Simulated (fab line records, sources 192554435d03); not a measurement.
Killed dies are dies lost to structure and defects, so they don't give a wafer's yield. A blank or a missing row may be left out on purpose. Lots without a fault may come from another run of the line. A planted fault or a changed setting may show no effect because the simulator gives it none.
fab line records | flow n5_finfet | part 1 of 2: steps 1 to 21 of 30
record lots=5 wafers=15 last_day=18
route steps=1938 shown BEOL_M11@1579 BEOL_M12@1602
lots that met no fault: from a run of the same line without faults
start_h: hours from the record's first day to the start of the lot's first wafer shown | wait_h: hours since the lot's step before | " the same as in the row above | L1.1+2: a row that stands for several wafers | - no value, or no start given | * or withheld: withheld | < > ~ a bound
route shown NAME@n: a module of which the file shows steps, and the number in the route of the first | usual: mean/standard deviation of fault-free wafers | same: alike in all rows | chamber/n: place in a boat | sites: the reading at each site | _std_site: their standard deviation | _edge_site: outer sites' mean less inner sites' | radius_mm: how far each site lies from the wafer's centre | mask NAME#n: copy n | behind: the tool/chamber that last shaped the wafer | hold: why the lot was held/for how many hours/how that ended | device: the transistor (n, p or np) that didn't switch | end of line: the same wafers' tests at the end of the route | a step without rows: its recipe alone | killed: dies lost to structure and defects at the first sort, not the wafer's yield | map: a wafer's dies, x killed, . not, _ none there
set.NAME: the setting as run; set.NAME@STEP: as run at that earlier step | model.NAME: the simulator's own value behind a step, which no gauge read
lots at some steps of the route; a table a step, a row a wafer
services: from which hour (start_h, from the record's first day; less than 0 if before it) a tool's chamber was out of use, for how many hours, and why
## steps
# step N5_BEOL_M11_ETCH_41
# recipe chemistry=CH3F/O2 target=SiCN target_depth_a=426 taper_deg=2 time_s=86 ion_energy_ev=120 mask_material=TiN pressure_mtorr=30 source_w=395 bias_w=75 Ar_flow_sccm=150 CH3F_flow_sccm=30 O2_flow_sccm=20
# usual drypump_motor_current_A=5.72/0.28 oes_product_au=0.78/0.076 rf_vpp_V=296.9/1.7 showerhead_plenum_p_Torr=1.98/0.084 throttle_valve_pct=16.33/0.21
# columns lot.wafer tool chamber start_h wait_h drypump_motor_current_A oes_product_au rf_hours_counter_h rf_vpp_V showerhead_plenum_p_Torr throttle_valve_pct
L074.1 rie_diel-06 3 - - 5.86 0.78 152 295.7 1.90 16.20
L074.4 " 0 " " 5.56 0.85 - 295.7 1.93 15.98
L074.6 " 1 " " 5.64 0.75 - 295.4 1.88 16.21
L080.3 rie_diel-05 2 - - 5.32 0.69 221 296.7 2.00 16.60
L080.4 " 1 " " 5.76 0.73 189 299.7 2.05 16.25
L080.5 " 1 " " 5.79 0.73 - 300.3 2.05 16.26
L086.2 rie_diel-03 2 - - 6.05 0.67 241 294.9 1.91 16.51
L086.4 " 0 " " 6.41 0.85 50 297.3 1.94 16.13
L086.6 " 2 " " 6.08 0.66 - 295.6 1.91 16.50
L097.1 rie_diel-06 0 - - 5.54 0.80 98 295.9 1.92 16.07
L097.4 " 1 " " 5.65 0.71 231 296.5 1.87 16.29
L097.6 " 3 " " 5.85 0.73 - 295.0 1.89 16.26
L096.1 rie_diel-05 0 - - 5.50 0.86 75 297.2 2.02 16.56
L096.2 " 1 " " 5.81 0.71 220 297.9 2.04 16.31
L096.4 " 3 " " 5.97 0.76 - 298.0 2.02 16.63
# step N5_BEOL_M11_STRIP_77
# recipe chemistry=N2/H2 time_s=10 power_w=450 temp_c=40 pressure_mtorr=20 rf_frequency_hz=6e+07 bias_power_w=7 n2_flow_sccm=200 h2_flow_sccm=200
# usual drypump_motor_current_A=5.72/0.28 oes_product_au=0.77/0.071 rf_vpp_V=59.1/0.8 showerhead_plenum_p_Torr=2.52/0.1 temp_c=39.98/0.1 throttle_valve_pct=23.73/0.28
# columns lot.wafer tool chamber start_h wait_h drypump_motor_current_A oes_product_au rf_hours_counter_h rf_vpp_V showerhead_plenum_p_Torr temp_c throttle_valve_pct
L074.1 rie_diel-06 3 - - 5.86 0.76 152 58.5 2.42 39.99 23.45
L074.4 " 0 " " 5.55 0.84 - 58.5 2.47 39.92 23.75
L074.6 " 1 " " 5.64 0.74 - 59.5 2.44 39.86 23.84
L080.3 rie_diel-05 2 - - 5.34 0.71 221 59.3 2.48 39.85 23.25
L080.4 " 1 " " 5.78 0.70 189 60.0 2.63 40.18 23.57
L080.5 " 1 " " 5.76 0.71 - 60.0 2.63 39.86 23.57
L086.2 rie_diel-03 2 - - 6.04 0.67 242 60.0 2.40 39.96 23.55
L086.4 " 0 " " 6.38 0.84 50 59.5 2.46 39.92 23.43
L086.6 " 2 " " 6.05 0.67 - 59.3 2.40 40.03 23.54
L097.1 rie_diel-06 0 - - 5.55 0.78 98 58.9 2.45 40.00 23.79
L097.4 " 1 " " 5.64 0.70 231 57.7 2.42 39.89 23.89
L097.6 " 3 " " 5.89 0.72 - 58.7 2.40 39.91 23.51
L096.1 rie_diel-05 0 - - 5.52 0.87 75 58.4 2.59 39.96 24.06
L096.2 " 1 " " 5.80 0.68 220 61.3 2.62 39.94 23.63
L096.4 " 3 " " 5.97 0.76 - 58.9 2.57 39.86 24.19
# step N5_BEOL_M11_OCD_MEAS_38
# usual trench_depth_nm=148/3.4
# columns lot.wafer tool chamber start_h wait_h trench_depth_nm
L074.1 ocd-01 - 240.36 - 155
L074.4 " - " " 147
L074.6 " - " " 149
L080.3 ocd-01 - 276.39 - 144
L080.4 " - " " 149
L080.5 " - " " 150
L086.2 ocd-02 - 305.30 - 151
L086.4 " - " " 147
L086.6 " - " " 151
L097.1 ocd-01 - 390.46 - 143
L097.4 " - " " 150
L097.6 " - " " 152
L096.1 ocd-02 - 392.50 - 150
L096.2 " - " " 150
L096.4 " - " " 144
# step N5_BEOL_M11_HM_STRIP_39
# recipe chemistry=peroxide_tin_strip material=TiN target_depth_a=250 temp_c=50 time_s=158
# usual temp_c=50.00/0.12
# columns lot.wafer tool chamber start_h wait_h temp_c
L074.1 wet_bench-03 1 240.40 0.0 50.06
L074.4 " 4 " " 50.07
L074.6 " 3 " " 49.87
L080.3 wet_bench-01 1 276.42 0.0 50.06
L080.4 " 3 " " 49.72
L080.5 " 0 " " 50.23
L086.2 wet_bench-06 2 305.33 0.0 50.11
L086.4 " 1 " " 49.95
L086.6 " 7 " " 50.02
L097.1 wet_bench-03 1 390.50 0.0 50.09
L097.4 " 5 " " 49.92
L097.6 " 6 " " 49.85
L096.1 wet_bench-06 5 392.54 0.0 49.92
L096.2 " 3 " " 50.03
L096.4 " 2 " " 50.08
# step N5_BEOL_M11_SRD_40
# recipe time_s=30 temp_c=23 rinse_liquid=diw dry=ipa_marangoni
# usual do_supply_ppb=10.00/0.11 temp_c=22.99/0.098
# columns lot.wafer tool chamber start_h wait_h do_supply_ppb temp_c
L074.1 wet_bench-03 1 240.44 0.0 10.10 22.95
L074.4 " 4 " " 10.00 22.86
L074.6 " 3 " " 9.99 22.90
L080.3 wet_bench-01 1 276.47 0.0 9.90 23.21
L080.4 " 3 " " 9.98 23.01
L080.5 " 0 " " 9.91 23.05
L086.2 wet_bench-06 2 305.38 0.0 9.92 22.82
L086.4 " 1 " " 10.24 23.00
L086.6 " 7 " " 10.14 22.97
L097.1 wet_bench-03 1 390.54 0.0 10.06 23.00
L097.4 " 5 " " 10.08 22.90
L097.6 " 6 " " 10.11 22.81
L096.1 wet_bench-06 5 392.58 0.0 9.89 23.03
L096.2 " 3 " " 9.89 22.87
L096.4 " 2 " " 9.92 23.03
# step N5_BEOL_M11_PRECLEAN_42
# recipe chemistry=residue_remover time_s=60 temp_c=40
# usual temp_c=40.00/0.1
# columns lot.wafer tool chamber start_h wait_h temp_c
L074.1 wet_bench-03 1 240.46 0.0 40.01
L074.4 " 4 " " 40.01
L074.6 " 3 " " 40.05
L080.3 wet_bench-01 1 276.48 0.0 39.91
L080.4 " 3 " " 40.08
L080.5 " 0 " " 40.06
L086.2 wet_bench-06 2 305.40 0.0 39.79
L086.4 " 1 " " 40.07
L086.6 " 7 " " 39.79
L097.1 wet_bench-03 1 390.56 0.0 40.03
L097.4 " 5 " " 39.99
L097.6 " 6 " " 39.98
L096.1 wet_bench-06 5 392.60 0.0 40.07
L096.2 " 3 " " 39.85
L096.4 " 2 " " 40.16
# step N5_BEOL_M11_SRD_43
# recipe time_s=30 temp_c=23 rinse_liquid=diw dry=ipa_marangoni
# usual do_supply_ppb=10.02/0.1 temp_c=23.00/0.1
# columns lot.wafer tool chamber start_h wait_h do_supply_ppb temp_c
L074.1 wet_bench-03 1 240.48 0.0 9.95 22.91
L074.4 " 4 " " 10.22 23.12
L074.6 " 3 " " 10.09 23.11
L080.3 wet_bench-01 1 276.50 0.0 10.07 23.13
L080.4 " 3 " " 9.78 23.00
L080.5 " 0 " " 10.05 23.06
L086.2 wet_bench-06 2 305.42 0.0 9.98 22.91
L086.4 " 1 " " 10.03 23.05
L086.6 " 7 " " 10.03 23.07
L097.1 wet_bench-03 1 390.58 0.0 9.98 22.71
L097.4 " 5 " " 10.00 22.95
L097.6 " 6 " " 10.06 22.85
L096.1 wet_bench-06 5 392.62 0.0 9.96 22.98
L096.2 " 3 " " 10.07 22.97
L096.4 " 2 " " 10.06 23.09
# step N5_BEOL_M11_CD_MEAS_35
# recipe target_cd_nm=70 polarity=opening
# usual cd_nm=69.4/0.95
# columns lot.wafer tool chamber start_h wait_h cd_nm
L074.1 cd_sem-02 - 240.52 0.0 68.4
L074.4 " - " " 68.2
L074.6 " - " " 69.4
L080.3 cd_sem-03 - 276.54 0.0 70.0
L080.4 " - " " 69.9
L080.5 " - " " 68.5
L086.2 cd_sem-01 - 305.46 0.0 69.5
L086.4 " - " " 70.1
L086.6 " - " " 69.3
L097.1 cd_sem-02 - 390.62 0.0 71.1
L097.4 " - " " 68.9
L097.6 " - " " 69.6
L096.1 cd_sem-01 - 392.66 0.0 68.5
L096.2 " - " " 69.5
L096.4 " - " " 69.1
# step N5_BEOL_M11_CURE_72
# recipe temp_c=370 time_s=120 ambient=DMADMS/He material=SiCOH_lowk
# usual lamp_power_pct=52.31/0.056 wafer_temp_C_max=371.7/0.66
# columns lot.wafer tool chamber start_h wait_h lamp_power_pct wafer_temp_C_max
L074.1 uv_cure-02 0 240.56 0.0 52.36 371.5
L074.4 " 0 " " 52.15 371.1
L074.6 " 0 " " 52.30 370.9
L080.3 uv_cure-03 0 276.68 0.1 52.34 371.8
L080.4 " 0 " " 52.33 371.8
L080.5 " 0 " " 52.27 371.2
L086.2 uv_cure-03 2 305.55 0.1 52.27 373.0
L086.4 " 2 " " 52.31 372.3
L086.6 " 2 " " 52.31 373.0
L097.1 uv_cure-03 0 390.66 0.0 52.33 371.7
L097.4 " 0 " " 52.25 370.4
L097.6 " 0 " " 52.29 371.1
L096.1 uv_cure-03 2 392.70 0.0 52.30 375.1
L096.2 " 2 " " 52.32 374.1
L096.4 " 2 " " 52.25 372.8
# step N5_BEOL_M11_DEGAS_44
# recipe ambient=vacuum temp_c=250 time_s=60
# usual heater_power_w=326/31 susceptor_temp_C=250.00/0.19
# columns lot.wafer tool chamber start_h wait_h heater_power_w susceptor_temp_C
L074.1 pvd_sputter-03 - 241.85 1.2 334 249.84
L074.4 " - " " 343 250.26
L074.6 " - " " 263 250.26
L080.3 pvd_sputter-01 - 278.65 1.9 360 250.23
L080.4 " - " " 305 250.15
L080.5 " - " " 334 249.98
L086.2 pvd_sputter-03 - 306.01 0.4 291 249.96
L086.4 " - " " 337 250.08
L086.6 " - " " 335 249.81
L097.1 pvd_sputter-01 - 391.32 0.6 306 250.17
L097.4 " - " " 340 249.94
L097.6 " - " " 296 250.30
L096.1 pvd_sputter-03 - 393.20 0.4 353 250.16
L096.2 " - " " 270 250.00
L096.4 " - " " 343 250.18
# step N5_BEOL_M11_PRE_CLEAN_45
# recipe gas=H2/He time_s=30 temp_c=250
# usual heater_power_w=326/31 susceptor_temp_C=250.02/0.19
# columns lot.wafer tool chamber start_h wait_h heater_power_w susceptor_temp_C
L074.1 pvd_sputter-03 - 241.89 0.0 333 250.03
L074.4 " - " " 341 250.28
L074.6 " - " " 259 250.05
L080.3 pvd_sputter-01 - 278.69 0.0 360 250.09
L080.4 " - " " 312 249.95
L080.5 " - " " 329 249.85
L086.2 pvd_sputter-03 - 306.05 0.0 294 249.64
L086.4 " - " " 341 250.09
L086.6 " - " " 343 249.71
L097.1 pvd_sputter-01 - 391.36 0.0 310 249.90
L097.4 " - " " 336 249.85
L097.6 " - " " 306 249.99
L096.1 pvd_sputter-03 - 393.24 0.0 350 250.01
L096.2 " - " " 267 249.77
L096.4 " - " " 321 250.30
# step N5_BEOL_M11_ALD_74
# recipe material=TaN target_thk_a=20 temp_c=275 ald_precursor_family=PDMAT ald_co_reactant=NH3 pressure_torr=3 carrier_flow_sccm=1500 pulse_time_s=2 purge_time_s=3 co_reactant_purge_time_s=2 co_reactant_pulse_time_s=3 ald_cycles=40 precursor_vessel_temp_c=75 precursor_vessel_pressure_torr=26.25 precursor_vessel_carrier_sccm=1000
# usual heater_power_w=427/60 susceptor_temp_C=275.01/0.2
# columns lot.wafer tool chamber start_h wait_h heater_power_w since_wet_clean_h susceptor_temp_C
L074.1 ald_metal-03 3 241.95 0.0 437 4520 275.04
L074.4 " 1 " " 407 4520 275.18
L074.6 " 0 " " 423 - 274.97
L080.3 ald_metal-01 0 278.77 0.1 394 1480 275.06
L080.4 " 3 " " 553 1480 275.20
L080.5 " 1 " " 361 - 274.80
L086.2 ald_metal-01 1 306.11 0.0 359 1507 275.32
L086.4 " 3 " " 557 1507 275.10
L086.6 " 0 " " 384 - 275.14
L097.1 ald_metal-01 1 391.44 0.1 345 1593 274.91
L097.4 " 2 " " 414 1593 274.97
L097.6 " 2 " " 418 - 275.13
L096.1 ald_metal-03 0 393.30 0.0 419 4672 275.17
L096.2 " 2 " " 372 4672 275.20
L096.4 " 3 " " 443 4672 275.11
# step N5_BEOL_M11_SURFACE_TREAT_76
# recipe gas=Ar time_s=* ion_energy_ev=* ion_current_ma_cm2=0.5 pressure_mtorr=* ar_flow_sccm=30
# usual throttle_valve_pct=*
# columns lot.wafer tool chamber start_h wait_h throttle_valve_pct
L074.1 pvd_sputter-01 - 242.23 0.2 *
L074.4 " - " " *
L074.6 " - " " *
L080.3 pvd_sputter-02 - 279.17 0.3 *
L080.4 " - " " *
L080.5 " - " " *
L086.2 pvd_sputter-03 - 306.41 0.2 *
L086.4 " - " " *
L086.6 " - " " *
L097.1 pvd_sputter-02 - 391.79 0.2 *
L097.4 " - " " *
L097.6 " - " " *
L096.1 pvd_sputter-03 - 393.60 0.2 *
L096.2 " - " " *
L096.4 " - " " *
# step N5_BEOL_M11_CVD_75
# recipe material=Co target_thk_a=20 temp_c=withheld precursor=CCTBA/H2 pressure_torr=30 time_s=138.9
# columns lot.wafer tool chamber start_h wait_h since_wet_clean_h
L074.1 cvd_co-01 0 242.52 0.3 784
L074.4 " 1 " " -
L074.6 " 0 " " -
L080.3 cvd_co-01 2 279.34 0.1 -
L080.4 " 1 " " -
L080.5 " 1 " " -
L086.2 cvd_co-02 1 306.48 0.0 170
L086.4 " 0 " " -
L086.6 " 1 " " -
L097.1 cvd_co-01 2 391.85 0.0 474
L097.4 " 0 " " -
L097.6 " 1 " " -
L096.1 cvd_co-02 2 393.66 0.0 694
L096.2 " 1 " " 257
L096.4 " 1 " " -
# step N5_BEOL_M11_SPUTTER_48
# recipe material=Cu target_thk_a=120 temp_c=-20 bias_v=60 power_w=26000 chamber_pressure_pa=0.13 time_s=2
# usual chamber_pressure_pa=0.12996/0.00025 susceptor_temp_C=-20.01/0.11 throttle_valve_pct=30.1/0.93
# columns lot.wafer tool chamber start_h wait_h chamber_pressure_pa susceptor_temp_C throttle_valve_pct
L074.1 pvd_sputter-02 - 242.67 0.1 0.13012 -19.92 28.2
L074.4 " - " " 0.13009 -19.94 30.4
L074.6 " - " " 0.13017 -19.98 30.3
L080.3 pvd_sputter-01 - 279.47 0.1 0.13025 -19.97 29.7
L080.4 " - " " 0.12976 -20.02 30.7
L080.5 " - " " 0.12994 -20.04 30.8
L086.2 pvd_sputter-02 - 306.60 0.1 0.12997 -20.02 28.3
L086.4 " - " " 0.13006 -19.97 31.3
L086.6 " - " " 0.12984 -20.01 29.7
L097.1 pvd_sputter-02 - 392.01 0.1 0.12972 -19.93 31.2
L097.4 " - " " 0.12991 -20.09 29.9
L097.6 " - " " 0.12956 -20.23 29.6
L096.1 pvd_sputter-01 - 393.77 0.1 0.12983 -20.01 31.0
L096.2 " - " " 0.12976 -19.87 30.4
L096.4 " - " " 0.12981 -20.08 28.2
# step N5_BEOL_M11_ECD_50
# recipe material=Cu target_thk_a=3180
# columns lot.wafer tool chamber start_h wait_h
L074.1+4+6 ecd_cu-01 1,0,1 242.79 0.1
L080.3+4+5 ecd_cu-01 0,1,1 279.62 0.1
L086.2+4+6 ecd_cu-02 0,1,0 306.72 0.1
L097.1+4+6 ecd_cu-02 1,0,1 392.13 0.1
L096.1+2+4 ecd_cu-01 0,1,1 393.89 0.1
# step N5_BEOL_M11_ANNEAL_51
# recipe temp_c=225 time_s=90 ambient=N2
# usual wafer_temp_C_max=225.87/0.24
# columns lot.wafer tool chamber start_h wait_h wafer_temp_C_max
L074.1 rtp_anneal-01 0 242.90 0.1 225.58
L074.4 " 0 " " 226.05
L074.6 " 0 " " 225.84
L080.3 rtp_anneal-02 0 279.79 0.1 225.87
L080.4 " 0 " " 226.41
L080.5 " 0 " " 225.88
L086.2 rtp_anneal-02 0 306.92 0.2 225.79
L086.4 " 0 " " 225.98
L086.6 " 0 " " 225.71
L097.1 rtp_anneal-01 0 392.24 0.1 225.49
L097.4 " 0 " " 225.37
L097.6 " 0 " " 225.57
L096.1 rtp_anneal-01 0 394.42 0.5 225.77
L096.2 " 0 " " 225.48
L096.4 " 0 " " 225.65
# step N5_BEOL_M11_CMP_52
# recipe stop_on=SiCOH_lowk t_overpolish_s=7 down_force_psi=1 platen_rpm=50 clearing_platen_down_force_psi=1.5 clearing_platen_rpm=50 post_cmp_clean=cu_alkaline target_thk_nm=140 clearing_platen_pad_velocity_m_s=0.99484 pad_velocity_m_s=0.99484
# usual barrier_field_endpoint_s=28.8/0.96 head_pressure_psi=1.0002/0.0024 motor_current_A=6.5/0.63 overpolish_run_s=7.000/0.0098 retaining_ring_pressure_frac=0.999/0.0046 time_to_endpoint_s=67/3.9
# same t_overpolish_s=7
# columns lot.wafer tool chamber start_h wait_h barrier_field_endpoint_s head_pressure_psi motor_current_A overpolish_run_s retaining_ring_pressure_frac time_to_endpoint_s
L074.1 cmp-04 3 243.20 0.3 27.8 1.0023 6.0 7.007 0.998 64
L074.4 " 2 " " 28.0 1.0011 6.6 7.004 1.006 65
L074.6 " 0 " " 28.4 1.0000 6.9 7.010 0.997 63
L080.3 cmp-04 0 280.00 0.2 29.9 0.9987 7.2 6.992 0.996 67
L080.4 " 3 " " 30.4 1.0016 5.8 7.011 0.996 68
L080.5 " 0 " " 29.6 0.9999 7.3 6.990 1.003 68
L086.2 cmp-04 2 307.24 0.3 28.3 0.9976 7.1 6.989 0.996 65
L086.4 " 3 " " 29.7 1.0014 5.6 7.005 0.999 67
L086.6 " 2 " " 28.9 0.9997 6.7 6.999 1.006 67
L097.4 cmp-01 0 392.57 0.2 29.8 0.9966 6.5 7.007 1.003 75
L097.1 " 2 " " 29.3 1.0021 7.0 6.990 1.003 75
L097.6 " 0 " " 31.0 0.9979 6.8 6.996 0.996 75
L096.1 cmp-04 1 394.73 0.3 28.1 1.0026 7.3 7.006 0.997 65
L096.4 " 2 " " 28.4 1.0037 7.2 6.995 1.000 67
L096.2 " 3 " " 28.4 1.0004 5.6 6.990 1.004 67
# step N5_BEOL_M11_THK_MEAS_53
# recipe thk_meas_gauge=xrf reads=Cu_of_BEOL_M11_ECD_50
# usual M11_THK=139/3.8
# columns lot.wafer tool chamber start_h wait_h M11_THK[nm]
L074.1 film_metro-02 - 243.49 - 145
L074.4 " - " " 135
L074.6 " - " " 140
L080.3 film_metro-01 - 280.29 - 135
L080.4 " - " " 142
L080.5 " - " " 142
L086.2 film_metro-01 - 307.49 - 142
L086.4 " - " " 139
L086.6 " - " " 141
L097.1 film_metro-02 - 392.83 - 135
L097.4 " - " " 142
L097.6 " - " " 144
L096.1 film_metro-02 - 395.02 - 142
L096.2 " - " " 141
L096.4 " - " " 134
# step N5_BEOL_M11_PRE_CLEAN_55
# recipe gas=NH3 time_s=15 temp_c=withheld rf_power_w=300
# columns lot.wafer tool chamber start_h wait_h since_wet_clean_h
L074.1 pecvd-01 1 243.53 0.0 2035
L074.4 " 1 " " -
L074.6 " 1 " " -
L080.3 pecvd-02 1 280.33 0.0 1890
L080.4 " 2 " " -
L080.5 " 1 " " -
L086.2 pecvd-03 1 307.53 0.0 1736
L086.4 " 0 " " -
L086.6 " 2 " " -
L097.1 pecvd-02 0 392.87 0.0 1278
L097.4 " 1 " " -
L097.6 " 0 " " -
L096.1 pecvd-01 0 395.06 0.0 1461
L096.2 " 2 " " 707
L096.4 " 2 " " -
# step N5_BEOL_M11_DEP_56
# recipe material=SiCN target_thk_a=300 temp_c=withheld precursor=3MS/NH3 pressure_torr=3 rf_w=675 time_s=10.5
# usual showerhead_plenum_p_Torr=4.155/0.014 throttle_valve_pct=18.7/1.2
# columns lot.wafer tool chamber start_h wait_h showerhead_plenum_p_Torr since_wet_clean_h throttle_valve_pct
L074.1 pecvd-01 1 243.57 0.0 4.162 2035 20.4
L074.4 " 1 " " 4.184 - 20.5
L074.6 " 1 " " 4.170 - 20.4
L080.3 pecvd-02 1 280.35 0.0 4.158 1890 19.9
L080.4 " 2 " " 4.150 - 17.9
L080.5 " 1 " " 4.147 - 20.2
L086.2 pecvd-03 1 307.56 0.0 4.146 1736 19.2
L086.4 " 0 " " 4.170 - 19.1
L086.6 " 2 " " 4.172 - 16.6
L097.1 pecvd-02 0 392.89 0.0 4.142 1278 19.6
L097.4 " 1 " " 4.139 - 20.0
L097.6 " 0 " " 4.143 - 19.5
L096.1 pecvd-01 0 395.10 0.0 4.164 1461 17.3
L096.2 " 2 " " 4.124 707 17.9
L096.4 " 2 " " 4.129 - 17.9
